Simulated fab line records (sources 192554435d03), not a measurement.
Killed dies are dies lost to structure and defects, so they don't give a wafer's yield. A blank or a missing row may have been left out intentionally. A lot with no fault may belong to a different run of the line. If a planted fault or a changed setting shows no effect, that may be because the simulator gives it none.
Problem report in the 8D (eight disciplines) form, filled by code :: flow n5-finfet :: the parts of the form that need people (team, actions taken, sign-off) are left out

## 1. PROBLEM STATEMENT
Wafers without a fault read 14, standard deviation 5.1; killed_at_M4_up at N5_PASSIVATION_PROBE_49 reads a mean of 97 on 6 wafers belonging to 2 lots. Relative to the usual mean, that is a shift of +16 standard deviations.
The first sign was on wafer L993.2 at day 15 03:42, on prober-02. At this step, 24 wafers from 8 lots have a number in the record. The rule behind "out" and "out of limits": a value lying over 4 standard deviations away from the usual mean. The rest of the wafers with a number are treated as sound.

## 2. WHAT IT IS, AND WHAT IT ISN'T
question: which readings at this step
is: killed_at_M4_up, defect-limited-yield, killed-dies, sort_bin_5_function, sort-n-pass, sort-yield-pct
is not: killed_at_M0_to_M3, killed-at-contacts, killed-at-front-end, killed-at-other, killed-open, sort_bin_4_leakage

question: which lots
is: L993, L996
is not: L982, L986, L987, L988, L989, L991

question: which wafers of those lots
is: all that have a number
is not: -

question: read on which tools
is: prober-02
is not: prober-01

question: when
is: from day 15 03:42
is not: up to then (18 sound wafers)

## 3. SUSPECTS, AND WHAT RULES EACH OUT
Counting: a tool stays on the suspect list if, at a process step up to the reading, it processed all lots that are out and no sound lot following the first of them.
- pvd-sputter-01 at N5_BEOL_M4_SPUTTER_92 (material Cu, target thk 4.5 nm, time 8.29 s): kept. Every lot that is out went through it, starting with L993 (day 11 02:31), and after that it ran no sound lot; the last sound lot it ran before then is L991 (day 10 04:51).
- prober-02 at N5_PASSIVATION_PROBE_49: kept. Every lot that is out went through it, starting with L993 (day 15 03:42), and after that it ran no sound lot; the last sound lot it ran before then is L991 (day 14 19:49). Its own defect-limited-yield, killed_at_M4_up, killed-dies, sort_bin_5_function, sort-n-pass, sort-yield-pct readings are out on those wafers.
After counting, pvd-sputter-01 at N5_BEOL_M4_SPUTTER_92 and prober-02 at N5_PASSIVATION_PROBE_49 remain.

## 4. THE CAUSE (what the simulator had put in)
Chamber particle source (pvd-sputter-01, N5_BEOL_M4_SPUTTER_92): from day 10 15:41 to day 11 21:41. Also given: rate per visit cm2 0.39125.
2 suspects survive the count, and this tool is in that group.

## 5. THE EFFECT CHAIN, in route order
Each row: a reading where the mean over the struck wafers with a number is more than 3 standard deviations away from the usual. Only readings whose record carries a usual standard deviation are examined. hours: median over the lots of the time between each lot's start at the first step of this table that gives one and its start at this step. sigmas: the change, counted in usual standard deviations.
hours: 0
step: N5_PASSIVATION_PROBE_49
reading: defect-limited-yield
usual: 91.1 %
on struck wafers: 84.3
change: -6.8
sigmas: -4.8

hours: 0
step: N5_PASSIVATION_PROBE_49
reading: killed_at_M4_up
usual: 14
on struck wafers: 97
change: +83
sigmas: +16

hours: 0
step: N5_PASSIVATION_PROBE_49
reading: killed-dies
usual: 104
on struck wafers: 185
change: +81
sigmas: +5.1

hours: 0
step: N5_PASSIVATION_PROBE_49
reading: sort_bin_5_function
usual: 5.1 %
on struck wafers: 10.5
change: +5.4
sigmas: +5.9

hours: 0
step: N5_PASSIVATION_PROBE_49
reading: sort-n-pass
usual: 1075
on struck wafers: 995
change: -80
sigmas: -5.0

hours: 0
step: N5_PASSIVATION_PROBE_49
reading: sort-yield-pct
usual: 91.2 %
on struck wafers: 84.3
change: -6.9
sigmas: -4.9
Its process steps:
- N5_PASSIVATION_PROBE_49

## 6. WHAT WOULD HAVE CAUGHT IT SOONER
108 hours passed between the start of the fault at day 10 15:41 and the first reading out of limits in this record, taken at day 15 03:42.
Of the tool readings at N5_BEOL_M4_SPUTTER_92 for which the record gives a usual standard deviation, none was out on any struck wafer, so an alarm limit of 4 standard deviations on them would not have fired.
All the lots that are out (2) had begun N5_BEOL_M4_SPUTTER_92 on pvd-sputter-01 by day 15 03:42. A hold on the tool at that time would have spared none of them.
